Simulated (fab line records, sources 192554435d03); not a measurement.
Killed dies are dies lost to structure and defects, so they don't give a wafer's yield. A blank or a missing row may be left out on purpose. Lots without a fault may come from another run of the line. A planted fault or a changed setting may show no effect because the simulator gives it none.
Chamber matching | flow n5_finfet | N5_BEOL_M5_ETCH_68 on rie_diel-03: 4 sister chambers
The step etches SOC in N2/H2, target depth 80 nm, overetch 16 nm, time 120 s. 4 wafers are shown with their chamber, then 10 later ones without.

WAFERS WITH THEIR CHAMBER
wafer  | chamber | showerhead_plenum_p_Torr (Torr)
L083.1 | 0       | 2.69
L083.5 | 3       | 2.64
L088.1 | 1       | 2.67
L088.2 | 2       | 2.44

WAFERS WITHOUT THEIR CHAMBER
wafer  | showerhead_plenum_p_Torr (Torr)
L088.3 | 2.69
L088.4 | 2.63
L088.5 | 2.44
L088.6 | 2.63
L094.4 | 2.44
L094.5 | 2.68
L094.6 | 2.63
L096.1 | 2.67
L096.2 | 2.63
L096.4 | 2.68

WHICH CHAMBER EACH WENT THROUGH
wafer  | from the rows above     | in truth
L088.3 | 0                       | 0
L088.4 | 3                       | 3
L088.5 | 2                       | 2
L088.6 | 3                       | 3
L094.4 | 2                       | 2
L094.5 | can't be placed: 0 or 1 | 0
L094.6 | 3                       | 3
L096.1 | 1                       | 1
L096.2 | 3                       | 3
L096.4 | can't be placed: 0 or 1 | 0
Placed correctly: 8 of 10. Can't be placed from these rows: 2 (the true chamber is among the candidates in 2). Placed wrongly: 0.
How it was worked out, from the rows above alone: a wafer's distance from a chamber is the root of the sum, over the readings, of the square of ((its reading less the chamber's mean) divided by the reading's scatter). The wafer belongs to the nearest chamber; if the next one is less than 2 further off, it can't be placed. A chamber's mean is the mean of its shown wafers. The scatter: with one shown wafer a chamber, the root of the mean of the squares of how far each hidden wafer lies from its nearest shown one.
